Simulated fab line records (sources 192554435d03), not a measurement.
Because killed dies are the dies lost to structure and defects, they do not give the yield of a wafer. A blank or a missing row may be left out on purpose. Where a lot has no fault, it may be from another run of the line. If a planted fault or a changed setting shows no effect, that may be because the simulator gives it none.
fab line records | flow n5Finfet
record lots=8 wafers=24 lastDay=16
route steps=1938 shown BEOL_M2@922 BEOL_M3@949 BEOL_M4@1111 PASSIVATION@1936
lots that met no fault: from a run of the same line without faults
startH: hours from the record's opening day to when the first of the lot's shown wafers began | waitH: how many hours have passed since the lot's step before this one | " unchanged from the row above | L1.1+2: a row that stands for several wafers | - no value, or no start was given | * or withheld: withheld | < > ~ a bound
route shown NAME@n: NAME is a module with steps in the file, n the number in the route of the first one | usual: average and standard deviation across the fault-free wafers | same: alike in all rows | chamber/n: place in a boat | sites: per-site readings | _std_site: the standard deviation of these | _edge_site: mean of outer sites minus mean of inner sites | radiusMm: how far each site lies from the wafer's centre | mask NAME#n: copy n | behind: the tool/chamber that last shaped the wafer | hold: why the lot went on hold/how many hours it stayed there/how the hold came to an end | device: transistor that didn't switch, given as n, p or np | end of line: the route-end tests of the same wafers | a step with no rows: only its recipe | killed: count of dies lost to structure and defects at first sort (not the wafer's yield) | map: a wafer's dies, x killed, . not, _ none there
set.NAME: the setting the step ran with; set.NAME@STEP: the setting that earlier step ran with | model.NAME: the simulator's own value behind a step, which no gauge read
the route's steps for a sample of lots (tables are steps, rows are wafers)
services: when a tool's chamber went out of use (startH, in hours from the record's first day, below 0 if earlier), for how many hours, and the reason
## steps
# step N5_BEOL_M2_ANNEAL_51
# recipe tempC=225 timeS=90 ambient=N2
# usual annealTempCMax=225.99/0.29 wafer_temp_C_max=226.1/0.33
# columns lot.wafer tool chamber startH waitH annealTempCMax wafer_temp_C_max
L623.4 rtpAnneal-01 0 142.82 0.2 226.01 225.8
L623.5 " 0 " " 226.11 225.6
L623.6 " 0 " " 225.99 225.9
L624.1 rtpAnneal-01 0 145.54 0.1 225.96 225.8
L624.2 " 0 " " 226.50 225.7
L624.6 " 0 " " 226.34 225.8
L628.3 rtpAnneal-02 0 177.17 0.1 225.68 226.2
L628.4 " 0 " " 225.54 226.1
L628.6 " 0 " " 225.78 226.2
L631.1 rtpAnneal-02 0 197.39 0.1 225.83 226.8
L631.2 " 0 " " 225.55 226.4
L631.3 " 0 " " 225.59 226.4
L632.2 rtpAnneal-01 0 197.56 0.1 226.64 226.3
L632.3 " 0 " " 226.63 225.9
L632.5 " 0 " " 226.22 225.9
L634.3 rtpAnneal-01 0 215.92 0.6 225.80 226.3
L634.4 " 0 " " 226.24 226.3
L634.6 " 0 " " 226.21 226.4
L639.2 rtpAnneal-01 0 242.78 0.1 226.04 225.7
L639.4 " 0 " " 225.67 225.8
L639.6 " 0 " " 226.00 225.6
L641.2 rtpAnneal-01 0 248.46 0.2 226.15 226.2
L641.4 " 0 " " 226.10 225.9
L641.6 " 0 " " 226.19 226.1
# step N5_BEOL_M3_ETCH_63
# recipe chemistry=CF4 target=SiARC targetDepthA=156 maskMaterial=CAR-EUV timeS=26 ionEnergyEv=80 pressureMtorr=40 sourceW=545 biasW=36 Ar_flow_sccm=100 cf4FlowSccm=100 ends=cleared
# usual biasW=36.02/0.1 drypumpMotorCurrentA=5.7/0.43 etchRfOnTimeS=26.0/0.64 oesProductAu=0.65/0.079 rfVppV=184.1/1.1 showerheadPlenumPTorr=2.14/0.069 throttleValvePct=15.62/0.24
# columns lot.wafer tool chamber startH waitH biasW drypumpMotorCurrentA etchRfOnTimeS oesProductAu rfHoursCounterH rfVppV showerheadPlenumPTorr throttleValvePct
L623.4 rieDiel-06 3 144.58 0.0 36.06 5.5 24.8 0.79 22 184.5 2.18 15.27
L623.5 " 2 " " 36.00 5.2 25.7 0.61 - 186.6 2.23 15.86
L623.6 " 3 " " 36.15 5.5 25.2 0.78 - 184.7 2.18 15.28
L624.1 rieDiel-02 2 149.34 0.0 35.88 5.8 26.0 0.63 180 184.8 2.21 15.71
L624.2 " 3 " " 35.89 6.4 27.0 0.58 213 182.8 2.12 15.69
L624.6 " 0 " " 35.86 5.9 25.5 0.60 - 182.3 2.03 16.12
L628.3 rieDiel-02 1 179.79 0.0 36.02 5.2 25.7 0.65 160 183.1 2.05 15.30
L628.4 " 2 " " 36.05 5.8 26.2 0.62 190 185.2 2.21 15.74
L628.6 " 2 " " 36.03 5.8 26.0 0.61 - 185.5 2.21 15.74
L631.1 rieDiel-01 0 201.84 0.0 35.81 5.4 25.4 0.68 89 185.1 2.16 15.87
L631.2 " 2 " " 36.02 5.6 25.7 0.62 187 183.6 2.13 15.45
L631.3 " 3 " " 36.11 5.9 25.9 0.70 107 186.1 2.24 15.53
L632.2 rieDiel-02 0 202.04 0.0 36.14 5.9 25.7 0.59 241 181.8 2.02 16.15
L632.3 " 3 " " 35.97 6.4 27.5 0.56 230 182.9 2.11 15.73
L632.5 " 2 " " 36.11 5.8 26.7 0.60 - 184.7 2.20 15.75
L634.3 rieDiel-06 2 217.51 0.0 36.09 5.2 25.7 0.60 204 183.9 2.22 15.92
L634.4 " 0 " " 35.96 6.0 25.0 0.82 - 182.6 2.10 15.29
L634.6 " 3 " " 36.02 5.5 24.9 0.75 - 184.9 2.17 15.34
L639.2 rieDiel-01 0 244.82 0.0 35.96 5.4 25.6 0.67 102 185.1 2.16 15.90
L639.4 " 2 " " 35.97 5.6 25.7 0.61 200 183.2 2.13 15.48
L639.6 " 2 " " 36.23 5.6 25.6 0.62 - 183.8 2.13 15.48
L641.2 rieDiel-06 2 250.28 0.0 35.94 5.2 26.1 0.60 215 185.7 2.22 15.95
L641.4 " 1 " " 35.88 5.4 25.8 0.82 7 182.6 2.10 15.17
L641.6 " 2 " " 35.86 5.2 26.0 0.60 - 183.2 2.21 15.95
# step N5_BEOL_M3_STRIP_66
# recipe chemistry=CF4 resist=SiARC powerW=300 biasPowerW=75 pressureMtorr=50 cf4FlowSccm=150 rfFrequencyHz=6e+07
# usual drypumpMotorCurrentA=5.7/0.43 oesProductAu=0.76/0.087 rfVppV=271.1/1.6 showerheadPlenumPTorr=1.79/0.059 throttleValvePct=13.60/0.25
# columns lot.wafer tool chamber startH waitH drypumpMotorCurrentA oesProductAu rfHoursCounterH rfVppV showerheadPlenumPTorr throttleValvePct
L623.4 rieDiel-06 3 144.73 0.0 5.5 0.89 22 271.7 1.82 13.22
L623.5 " 2 " " 5.2 0.71 - 272.5 1.86 13.81
L623.6 " 3 " " 5.5 0.89 - 270.9 1.82 13.21
L624.1 rieDiel-02 2 149.50 0.0 5.8 0.73 180 271.5 1.86 13.76
L624.2 " 3 " " 6.4 0.68 213 271.7 1.77 13.71
L624.6 " 0 " " 5.9 0.69 - 268.2 1.69 14.06
L628.3 rieDiel-02 1 179.95 0.0 5.2 0.75 160 268.6 1.72 13.30
L628.4 " 2 " " 5.8 0.72 190 273.4 1.86 13.77
L628.6 " 2 " " 5.8 0.72 - 273.3 1.86 13.77
L631.1 rieDiel-01 0 201.99 0.0 5.4 0.78 89 270.5 1.82 13.81
L631.2 " 2 " " 5.6 0.72 187 272.4 1.78 13.45
L631.3 " 3 " " 5.9 0.81 107 271.9 1.89 13.54
L632.2 rieDiel-02 0 202.20 0.0 5.9 0.68 241 267.7 1.68 14.09
L632.3 " 3 " " 6.4 0.67 230 270.6 1.77 13.75
L632.5 " 2 " " 5.8 0.72 - 272.7 1.85 13.78
L634.3 rieDiel-06 2 217.67 0.0 5.2 0.70 204 273.6 1.85 13.88
L634.4 " 0 " " 5.9 0.93 - 272.1 1.76 13.25
L634.6 " 3 " " 5.5 0.85 - 270.6 1.81 13.27
L639.2 rieDiel-01 0 244.97 0.0 5.4 0.77 102 271.1 1.81 13.85
L639.4 " 2 " " 5.6 0.70 201 270.7 1.78 13.49
L639.6 " 2 " " 5.6 0.71 - 273.1 1.78 13.47
L641.2 rieDiel-06 2 250.43 0.0 5.2 0.69 215 271.1 1.85 13.89
L641.4 " 1 " " 5.5 0.94 7 271.2 1.75 13.06
L641.6 " 2 " " 5.2 0.70 - 272.6 1.85 13.91
# step N5_BEOL_M3_INSPECT_30
# recipe mode=adi inspectInstrument=brightfield
# usual rawDefectCount=461/100
# columns lot.wafer tool chamber startH waitH rawDefectCount
L623.4 defectInspect-01 - 145.40 0.0 413
L623.5 " - " " 371
L623.6 " - " " 364
L624.1 defectInspect-01 - 150.21 0.1 414
L624.2 " - " " 504
L624.6 " - " " 473
L628.3 defectInspect-01 - 181.65 0.0 407
L628.4 " - " " 516
L628.6 " - " " 535
L631.1 defectInspect-02 - 202.89 0.1 453
L631.2 " - " " 612
L631.3 " - " " 435
L632.2 defectInspect-01 - 202.94 0.0 793
L632.3 " - " " 642
L632.5 " - " " 580
L634.3 defectInspect-02 - 218.30 0.0 326
L634.4 " - " " 462
L634.6 " - " " 404
L639.2 defectInspect-01 - 245.60 0.0 404
L639.4 " - " " 540
L639.6 " - " " 524
L641.2 defectInspect-01 - 251.19 0.0 377
L641.4 " - " " 446
L641.6 " - " " 426
# step N5_BEOL_M3_ETCH_41
# recipe chemistry=CH3F/O2 target=SiCN targetDepthA=299 taperDeg=2 timeS=52.5 ionEnergyEv=120 maskMaterial=TiN pressureMtorr=30 sourceW=395 biasW=75 Ar_flow_sccm=150 CH3F_flow_sccm=30 O2_flow_sccm=20
# usual O2_flow_sccm=19.99/0.059 biasW=75.01/0.21 drypumpMotorCurrentA=5.7/0.4 oesProductAu=0.78/0.096 rfVppV=297.4/1.5 showerheadPlenumPTorr=2.01/0.062 throttleValvePct=16.33/0.25
# columns lot.wafer tool chamber startH waitH O2_flow_sccm biasW drypumpMotorCurrentA oesProductAu rfHoursCounterH rfVppV showerheadPlenumPTorr throttleValvePct
L623.4 rieDiel-06 2 - - 19.92 75.13 5.2 0.73 180 299.1 2.09 16.60
L623.5 " 0 " " 19.98 74.87 5.9 0.69 - 297.9 1.97 16.42
L623.6 " 1 " " 20.00 75.08 5.5 0.68 - 298.5 1.98 16.33
L624.1 rieDiel-02 0 - - 20.03 75.38 5.9 0.70 223 295.2 1.91 16.90
L624.2 " 3 " " 20.02 75.12 6.4 0.67 213 297.4 1.97 16.38
L624.6 " 3 " " 19.94 74.75 6.4 0.67 - 297.0 1.97 16.37
L628.3 rieDiel-02 2 - - 20.02 74.86 5.8 0.72 194 297.3 2.05 16.39
L628.4 " 0 " " 19.97 74.86 5.9 0.69 236 295.7 1.90 16.91
L628.6 " 0 " " 19.99 75.03 5.9 0.70 - 293.5 1.90 16.92
L631.1 rieDiel-01 1 - - 19.95 74.99 6.5 0.87 40 297.9 1.97 16.18
L631.2 " 0 " " 19.89 75.02 5.4 0.80 89 298.2 2.02 16.56
L631.3 " 2 " " 20.03 75.29 5.6 0.72 188 298.3 1.99 16.16
L632.2 rieDiel-06 1 - - 19.95 74.94 5.5 0.66 250 297.2 1.97 16.37
L632.3 " 0 " " 20.00 75.10 5.9 0.96 1 297.6 1.96 16.02
L632.5 " 1 " " 19.94 74.69 5.5 0.66 - 294.7 1.97 16.36
L634.3 rieDiel-01 0 - - 19.91 75.01 5.4 0.78 95 298.5 2.02 16.56
L634.4 " 2 " " 19.96 75.03 5.6 0.72 193 297.3 1.99 16.15
L634.6 " 1 " " 20.07 75.48 6.4 0.86 - 296.7 1.96 16.18
L639.2 rieDiel-02 0 - - 20.02 74.99 5.9 1.00 1 301.1 2.15 16.52
L639.4 " 1 " " 20.06 74.76 5.2 0.74 186 296.1 1.91 16.11
L639.6 " 3 " " 20.01 74.86 6.4 0.64 - 297.7 1.96 16.45
L641.2 rieDiel-02 1 - - 19.98 75.17 5.2 0.73 189 293.8 1.91 16.10
L641.4 " 2 " " 19.94 75.24 5.8 0.70 - 298.7 2.04 16.43
L641.6 " 0 " " 19.95 74.97 5.9 0.97 - 299.1 2.15 16.55
# step N5_BEOL_M4_RC_MEAS_101
# usual DIBL_N=36.5/1.8 DIBL_P=36.5/2.1 IOFF_N=0.17/0.031 IOFF_P=0.22/0.036 ION_N=677/11 ION_P=463/8 SS_N=71.6/0.61 SS_P=73.3/0.63 VT_N=249/3.1 VT_P=-250/3.3
# columns lot.wafer tool chamber startH waitH DIBL_N[mV/V] DIBL_P[mV/V] IOFF_N[nA/um] IOFF_P[nA/um] ION_N[uA/um] ION_P[uA/um] SS_N[mV/dec] SS_P[mV/dec] VT_N[mV] VT_P[mV]
L623.4 prober-02 0 166.55 0.5 33.8 32.6 0.12 0.15 655 446 71.0 72.9 253 -257
L623.5 " 0 " " 35.2 34.7 0.15 0.20 672 457 71.0 73.3 248 -250
L623.6 " 0 " " 33.9 32.7 0.13 0.16 659 447 70.7 71.9 253 -255
L624.1 prober-01 0 176.20 0.0 37.0 37.2 0.18 0.21 689 466 71.7 73.5 244 -254
L624.2 " 0 " " 34.9 34.1 0.14 0.16 662 451 70.4 72.6 251 -255
L624.6 " 0 " " 37.0 35.9 0.17 0.19 683 453 71.9 73.4 248 -254
L628.3 prober-01 0 202.24 0.3 38.5 38.5 0.21 0.26 694 476 72.0 73.7 242 -245
L628.4 " 0 " " 34.7 34.7 0.14 0.20 681 468 71.0 72.8 250 -248
L628.6 " 0 " " 36.1 35.5 0.15 0.20 679 469 71.7 73.1 250 -249
L631.1 prober-02 0 219.61 0.0 35.0 34.7 0.15 0.20 676 462 71.1 73.3 247 -251
L631.2 " 0 " " 35.3 34.6 0.16 0.20 677 465 70.5 72.5 246 -251
L631.3 " 0 " " 36.3 35.7 0.16 0.21 678 462 71.2 73.3 250 -251
L632.2 prober-01 0 219.91 0.2 35.8 36.4 0.17 0.23 672 466 71.5 73.6 248 -248
L632.3 " 0 " " 34.3 34.1 0.15 0.21 671 465 70.8 72.8 246 -248
L632.5 " 0 " " 36.0 36.2 0.17 0.24 672 467 71.8 74.1 248 -245
L634.3 prober-02 0 243.60 0.3 35.7 35.2 0.16 0.19 669 458 71.8 72.9 249 -252
L634.4 " 0 " " 35.7 35.7 0.16 0.20 676 461 71.6 73.1 248 -251
L634.6 " 0 " " 38.2 37.1 0.19 0.22 681 461 71.7 73.4 249 -252
L639.2 prober-01 0 271.61 0.2 36.3 36.7 0.15 0.20 667 456 71.2 72.9 251 -250
L639.4 " 0 " " 35.7 34.7 0.13 0.17 663 460 70.9 72.3 252 -252
L639.6 " 0 " " 38.1 38.7 0.18 0.23 690 463 71.9 73.2 249 -249
L641.2 prober-02 0 277.49 0.2 38.7 39.5 0.19 0.25 680 469 71.8 73.7 247 -249
L641.4 " 0 " " 35.6 35.4 0.13 0.19 669 461 71.8 73.0 253 -252
L641.6 " 0 " " 38.0 37.7 0.17 0.22 669 460 72.6 73.1 249 -249
# step N5_PASSIVATION_PROBE_49
# usual defectLimitedYield=91.4/1.5 killed_at_M0_to_M3=35/11 killed_at_M4_up=16/7 killedAtContacts=11/5.3 killedAtFrontEnd=37/11 killedAtOther=3.1/2.8 killedDies=102/18 killedOpen=69/15 killedShort=31/7.8 sort_bin_5_function=5.1/1.1 sort_bin_6_memory=3.2/0.69 sortNPass=1078/18 sortYieldPct=91.4/1.5
# same grossDies=1180 killedAtBackSide=0 sort_bin_4_leakage[%]=0 sort_bin_8_speed[%]=0
# columns lot.wafer tool chamber startH waitH defectLimitedYield[%] killed_at_M0_to_M3 killed_at_M4_up killedAtContacts killedAtFrontEnd killedAtOther killedDies killedOpen killedShort sort_bin_5_function[%] sort_bin_6_memory[%] sortNPass sortYieldPct[%]
L632.2 prober-01 - 318.90 0.1 90.8 44 22 13 29 0 108 54 20 5.0 3.2 1072 90.8
L632.3 prober-01 - 318.95 0.1 91.9 25 18 17 31 4 95 60 32 4.2 3.7 1085 91.9
L632.5 prober-01 - 319.05 0.2 92.0 33 10 15 34 2 94 65 25 4.7 3.1 1086 92.0
# killed by level:class
L632.2 BEOL_M3:unspecified=30 STI_FIN_REVEAL:geometricParticle:open=10 MOL_CONTACT_COAG:geometricParticle:open=10 BEOL_M4:geometricParticle:short=8 BEOL_M4:geometricParticle:open=6 BEOL_M0_SAQP:geometricParticle:open=5 BEOL_M5:geometricParticle:open=5 DUMMY_GATE:geometricParticle:open=4
L632.3 MOL_CONTACT_COAG:geometricParticle:open=14 BEOL_M4:geometricParticle:open=8 BEOL_M0_SAQP:geometricParticle:short=7 FIN_SAQP:geometricParticle:open=6 BEOL_M1:geometricParticle:open=5 STI_FIN_REVEAL:geometricParticle:open=4 ILD0:geometricParticle:open=4 BEOL_M2:geometricParticle:open=4
L632.5 MOL_CONTACT_COAG:geometricParticle:open=11 STI_FIN_REVEAL:geometricParticle:open=9 BEOL_M1:geometricParticle:open=8 BEOL_M2:geometricParticle:open=8 GATE_CUT:geometricParticle:open=7 GATE_CUT:geometricParticle:short=5 FIN_SAQP:geometricParticle:open=4 BEOL_M0_SAQP:geometricParticle:open=4
## services
# columns tool chamber startH hours kind
rieDiel-06 2 162.47 4.1 repair
rieDiel-01 - 165.45 15.6 pm
rieDiel-06 0 175.79 - clean
rieDiel-06 0 175.79 - consumableReplace:focusRing
rieDiel-06 0 175.79 25.3 scheduledDown
rieDiel-06 0 175.79 25.3 ventCycle
rieDiel-06 1 206.38 - clean
rieDiel-06 1 206.38 - consumableReplace:focusRing
rieDiel-06 1 206.38 20.7 scheduledDown
rieDiel-06 1 206.38 20.7 ventCycle
rieDiel-02 0 230.12 - clean
rieDiel-02 0 230.12 - consumableReplace:focusRing
rieDiel-02 0 230.12 - consumableReplace:showerhead
rieDiel-02 0 230.12 22.2 scheduledDown
rieDiel-02 0 230.12 22.2 ventCycle
rieDiel-06 1 250.77 15.2 repair
rieDiel-02 3 253.91 - clean
rieDiel-02 3 253.91 - consumableReplace:focusRing
rieDiel-02 3 253.91 32.5 scheduledDown
rieDiel-02 3 253.91 32.5 ventCycle
## key
firstSign step=N5_BEOL_M3_INSPECT_30 reading=rawDefectCount direction=up sigmas=3.2 usual=461 struck=793
moreKillsBornAt N5_BEOL_M3_ETCH_63@rieDiel-02=30
metAt N5_BEOL_M3_ETCH_63
struckLots L632
struckWafers L632.2
notActingAt N5_BEOL_M2_ANNEAL_51,N5_BEOL_M3_STRIP_66,N5_BEOL_M3_ETCH_41
onsetBetween 149.34 202.04
fault kind=chamberParticleSource tool=rieDiel-02 chamber=0 onsetH=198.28 steps=N5_BEOL_M3_ETCH_63 ratePerVisitCm2=0.65325 endH=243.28
